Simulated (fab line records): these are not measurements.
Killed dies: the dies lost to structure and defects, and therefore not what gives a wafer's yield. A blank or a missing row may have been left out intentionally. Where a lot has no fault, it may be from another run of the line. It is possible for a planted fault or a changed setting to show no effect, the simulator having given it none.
Matching of chambers	flow n5_finfet	N5_HKMG_FIN_STRIP_92 on rie_diel-05: 4 sister chambers
The step strips SOC in N2/H2, time 20 s. 8 wafers are shown with their chamber, then 7 later ones without.

== EACH WAFER AND ITS CHAMBER ==
wafer	chamber	showerhead_plenum_p_Torr (Torr)	throttle_valve_pct (%)
L082.2	2	3.39	18.8
L082.3	1	3.30	18.5
L082.6	2	3.39	18.8
L083.2	1	3.30	18.6
L083.5	3	3.33	19.1
L083.6	0	3.27	19.1
L084.1	0	3.26	19.1
L084.3	3	3.33	19.1

== WAFERS WITHOUT THEIR CHAMBER ==
wafer	showerhead_plenum_p_Torr (Torr)	throttle_valve_pct (%)
L084.5	3.33	19.1
L095.1	3.29	18.2
L095.3	3.37	18.8
L095.4	3.25	19.1
L096.3	3.28	18.2
L096.4	3.25	19.1
L096.6	3.28	18.2

== EACH ONE'S CHAMBER ==
wafer	from the rows above	in truth
L084.5	3	3
L095.1	1	1
L095.3	2	2
L095.4	0	0
L096.3	1	1
L096.4	0	0
L096.6	1	1
7 of 7 placed correctly. Can't be placed from these rows: 0. Wrongly placed: 0.
How it was worked out, from the rows above alone: a wafer's distance from a chamber is the root of the sum, over the readings, of the square of ((its reading less the chamber's mean) divided by the reading's scatter). The wafer belongs to the nearest chamber; if the next one is less than 2 further off, it can't be placed. The mean given for a chamber averages the wafers shown for that chamber. The scatter is the square root of a quotient: the sum, over the shown wafers, of each reading's squared deviation from its chamber's mean, divided by wafers minus chambers.
